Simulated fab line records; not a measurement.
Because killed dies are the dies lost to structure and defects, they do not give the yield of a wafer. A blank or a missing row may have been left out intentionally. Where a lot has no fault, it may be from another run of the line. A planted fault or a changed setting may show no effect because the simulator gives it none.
Which tool is to blame? / flow n5_finfet / Sampling: 11 lots, 33 wafers, 4 of 1938 route steps

## WHAT THE GAUGES SHOWED, per wafer
N5_PASSIVATION_OVL_MEAS_60.
lot=L292; measured=day 11 18:15; on=overlay-01; TV_OVL (nm)=9 15 1
lot=L293; measured=day 12 14:07; on=overlay-02; TV_OVL (nm)=-2 1 8
lot=L294; measured=day 12 11:22; on=overlay-02; TV_OVL (nm)=-12 -8 -16
lot=L296; measured=day 12 10:27; on=overlay-02; TV_OVL (nm)=2 3 2
lot=L297; measured=day 12 18:45; on=overlay-02; TV_OVL (nm)=-1 -6 -9
lot=L303; measured=day 14 17:04; on=overlay-02; TV_OVL (nm)=1 1 -2
lot=L308; measured=day 15 21:29; on=overlay-02; TV_OVL (nm)=-3 -4 0
lot=L312; measured=day 17 06:56; on=overlay-01; TV_OVL (nm)=0 -2 -1
lot=L313; measured=day 17 10:29; on=overlay-01; TV_OVL (nm)=11 1 5
lot=L314; measured=day 17 22:59; on=overlay-01; TV_OVL (nm)=-5 0 5
lot=L315; measured=day 17 19:50; on=overlay-02; TV_OVL (nm)=-10 2 8

## TOOL THAT RAN EACH LOT (tool first, then ch and the chambers of the sampled wafers, then the start)
lot=L292; N5_MOL_CONTACT_COAG_PRECLEAN_125=wet_bench-05 ch 1,5,7, day 4 22:20; N5_MIM_TOP_SPUTTER_03=pvd_sputter-02, day 11 15:08; N5_MIM_TOP_LITHO_DESCUM_10=rie_diel-04 ch 0,2,3, day 11 15:38
lot=L293; N5_MOL_CONTACT_COAG_PRECLEAN_125=wet_bench-02 ch 1,4,5, day 5 01:33; N5_MIM_TOP_SPUTTER_03=pvd_sputter-02, day 11 23:45; N5_MIM_TOP_LITHO_DESCUM_10=rie_diel-01 ch 0,1,3, day 12 00:30
lot=L294; N5_MOL_CONTACT_COAG_PRECLEAN_125=wet_bench-06 ch 1,2,3, day 5 13:38; N5_MIM_TOP_SPUTTER_03=pvd_sputter-03, day 12 08:46; N5_MIM_TOP_LITHO_DESCUM_10=rie_diel-01 ch 0,1,2, day 12 09:19
lot=L296; N5_MOL_CONTACT_COAG_PRECLEAN_125=wet_bench-02 ch 1,3,4, day 5 21:37; N5_MIM_TOP_SPUTTER_03=pvd_sputter-03, day 12 07:38; N5_MIM_TOP_LITHO_DESCUM_10=rie_diel-01 ch 0,1,2, day 12 08:14
lot=L297; N5_MOL_CONTACT_COAG_PRECLEAN_125=wet_bench-05 ch 1,6,7, day 6 06:01; N5_MIM_TOP_SPUTTER_03=pvd_sputter-01, day 12 14:41; N5_MIM_TOP_LITHO_DESCUM_10=rie_diel-01 ch 2,3, day 12 15:10
lot=L303; N5_MOL_CONTACT_COAG_PRECLEAN_125=wet_bench-06 ch 3,4,6, day 7 17:06; N5_MIM_TOP_SPUTTER_03=pvd_sputter-01, day 14 14:07; N5_MIM_TOP_LITHO_DESCUM_10=rie_diel-04 ch 0,1,2, day 14 14:44
lot=L308; N5_MOL_CONTACT_COAG_PRECLEAN_125=wet_bench-05 ch 3,4,6, day 9 09:03; N5_MIM_TOP_SPUTTER_03=pvd_sputter-03, day 15 14:01; N5_MIM_TOP_LITHO_DESCUM_10=rie_diel-04 ch 1,3, day 15 14:37
lot=L312; N5_MOL_CONTACT_COAG_PRECLEAN_125=wet_bench-02 ch 1,3,7, day 9 21:04; N5_MIM_TOP_SPUTTER_03=pvd_sputter-02, day 17 02:38; N5_MIM_TOP_LITHO_DESCUM_10=rie_diel-01 ch 0,2,3, day 17 03:31
lot=L313; N5_MOL_CONTACT_COAG_PRECLEAN_125=wet_bench-06 ch 1,2,5, day 10 05:50; N5_MIM_TOP_SPUTTER_03=pvd_sputter-02, day 17 07:05; N5_MIM_TOP_LITHO_DESCUM_10=rie_diel-01 ch 1,2,3, day 17 07:42
lot=L314; N5_MOL_CONTACT_COAG_PRECLEAN_125=wet_bench-06 ch 0,1,3, day 10 13:22; N5_MIM_TOP_SPUTTER_03=pvd_sputter-02, day 17 20:01; N5_MIM_TOP_LITHO_DESCUM_10=rie_diel-01 ch 0,2, day 17 20:37
lot=L315; N5_MOL_CONTACT_COAG_PRECLEAN_125=wet_bench-02 ch 0,1,6, day 10 15:54; N5_MIM_TOP_SPUTTER_03=pvd_sputter-02, day 17 15:13; N5_MIM_TOP_LITHO_DESCUM_10=rie_diel-04 ch 0,1,2, day 17 15:54
- N5_MOL_CONTACT_COAG_PRECLEAN_125: cleans in DIW, time 57.5 s.
- N5_MIM_TOP_SPUTTER_03: material TiN, target thk 35 nm, time 89.7 s.
- N5_MIM_TOP_LITHO_DESCUM_10: chemistry O2, time 7.9 s.

## THE ANSWER, worked out from the rows above alone
Rule: the lots themselves supply what counts as usual. Put in order of their means at a reading, lots are off if they are a third of the lots or fewer, leave a main group of 4 or more, and stand apart from it by a gap of 3 or more times the standard deviation of the main group's means; of several such gaps the widest counts. A main group whose means are all the same, to the digits that the tables above print for the reading, isn't used. A lot without any number at a reading at which 4 lots or more have one is off too. Where the step has rows for the other lots, those lots are counted as sound.
No lot is off at any reading shown: from this, nothing can be told.

## WHAT THE SIMULATOR HAD INSERTED
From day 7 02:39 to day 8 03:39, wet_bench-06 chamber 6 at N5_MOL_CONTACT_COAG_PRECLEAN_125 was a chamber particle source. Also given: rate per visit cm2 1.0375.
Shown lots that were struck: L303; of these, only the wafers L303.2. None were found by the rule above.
